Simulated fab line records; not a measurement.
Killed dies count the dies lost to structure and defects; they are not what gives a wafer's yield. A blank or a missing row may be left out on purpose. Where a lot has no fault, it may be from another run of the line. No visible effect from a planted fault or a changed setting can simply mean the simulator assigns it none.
Matching of chambers	flow n5Finfet	rieDiel-04 running N5_FIN_CUT_STRIP_22: 4 sister chambers
The step strips in N2/H2. 8 wafers are shown with their chamber, then 11 later ones without.

## WAFERS WITH THEIR CHAMBER
wafer	chamber	drypumpMotorCurrentA (A)	throttleValvePct (%)
L077.4	0	5.9	19.4
L080.4	1	5.3	18.8
L081.5	2	5.7	20.0
L081.6	3	5.2	19.0
L082.2	2	5.7	20.0
L082.4	0	5.9	19.5
L082.5	3	5.1	19.1
L087.1	1	5.3	18.8

## WAFERS WITHOUT THEIR CHAMBER
wafer	drypumpMotorCurrentA (A)	throttleValvePct (%)
L087.3	5.9	19.5
L087.5	5.7	20.0
L088.1	5.9	19.5
L088.4	5.2	19.0
L088.5	5.7	20.0
L092.1	5.2	18.9
L092.2	5.1	19.1
L092.3	5.9	19.5
L097.2	5.2	18.9
L097.3	5.9	19.5
L097.5	5.9	19.5

## WHICH CHAMBER EACH ONE RAN IN
wafer	from the rows above	in truth
L087.3	0	0
L087.5	2	2
L088.1	0	0
L088.4	3	3
L088.5	2	2
L092.1	can't be placed: 3 or 1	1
L092.2	3	3
L092.3	0	0
L097.2	can't be placed: 3 or 1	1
L097.3	0	0
L097.5	0	0
Correct placement for 9 of the 11. Cannot be placed on the basis of these rows: 2; the candidates contain the true chamber in 2. Placed wrongly: 0.
How it was worked out, from the rows above alone: a wafer's distance from a chamber is the root of the sum, over the readings, of the square of ((its reading less the chamber's mean) divided by the reading's scatter). The wafer belongs to the nearest chamber; if the next one is less than 2 further off, it can't be placed. For every chamber, the mean is computed from those of its wafers that are shown. The scatter: the root of (the sum of the squares of (reading less its chamber's mean) over the shown wafers, divided by (wafers less chambers)).
